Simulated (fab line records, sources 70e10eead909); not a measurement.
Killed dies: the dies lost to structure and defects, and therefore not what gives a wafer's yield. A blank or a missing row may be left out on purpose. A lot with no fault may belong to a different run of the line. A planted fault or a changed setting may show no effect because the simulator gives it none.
Matching of chambers + flow nand harc + NHARC_P_STI_CMP_21 on cmp-03 has 4 sister chambers
The step polishes, t overpolish 20 s, target thk 380.67 nm. 7 wafers are shown with their chamber, then 7 later ones without.

== EACH WAFER AND ITS CHAMBER ==
| wafer  | chamber | motor current A (A) | overpolish run s (s) |
|--------|---------|---------------------|----------------------|
| L799.6 | 3       | 13.5                | 19.989               |
| L800.5 | 0       | 11.5                | 19.999               |
| L800.6 | 1       | 11.4                | 20.004               |
| L804.5 | 0       | 12.2                | 19.991               |
| L804.6 | 1       | 11.7                | 19.993               |
| L806.2 | 2       | 13.8                | 19.999               |
| L806.5 | 2       | 14.0                | 20.000               |

== WAFERS MISSING THEIR CHAMBER ==
| wafer  | motor current A (A) | overpolish run s (s) |
|--------|---------------------|----------------------|
| L806.6 | 12.3                | 20.007               |
| L811.2 | 12.5                | 19.994               |
| L811.5 | 12.6                | 19.999               |
| L811.6 | 12.0                | 20.008               |
| L812.1 | 13.1                | 20.005               |
| L812.3 | 11.3                | 20.000               |
| L812.6 | 11.9                | 19.997               |

== CHAMBER TAKEN BY EACH ==
| wafer  | from the rows above               | in truth |
|--------|-----------------------------------|----------|
| L806.6 | can't be placed: 0 or 1           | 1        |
| L811.2 | can't be placed: 0 or 1 or 3      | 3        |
| L811.5 | can't be placed: 0 or 1 or 3 or 2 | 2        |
| L811.6 | can't be placed: 1 or 0           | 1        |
| L812.1 | can't be placed: 2 or 3 or 0      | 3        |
| L812.3 | can't be placed: 1 or 0           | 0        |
| L812.6 | can't be placed: 0 or 1           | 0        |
Placed correctly: 0 of 7. These rows do not allow placing 7 (true chamber among the candidates in 7). Placed wrongly: 0.
How it was worked out, from the rows above alone: a wafer's distance from a chamber is the root of the sum, over the readings, of the square of ((its reading less the chamber's mean) divided by the reading's scatter). The wafer belongs to the nearest chamber; if the next one is less than 2 further off, it can't be placed. The mean given for a chamber averages the wafers shown for that chamber. How the scatter is found: for the shown wafers, subtract from each reading the mean of its chamber, square and add these, divide the total by (wafers less chambers), then take the root.
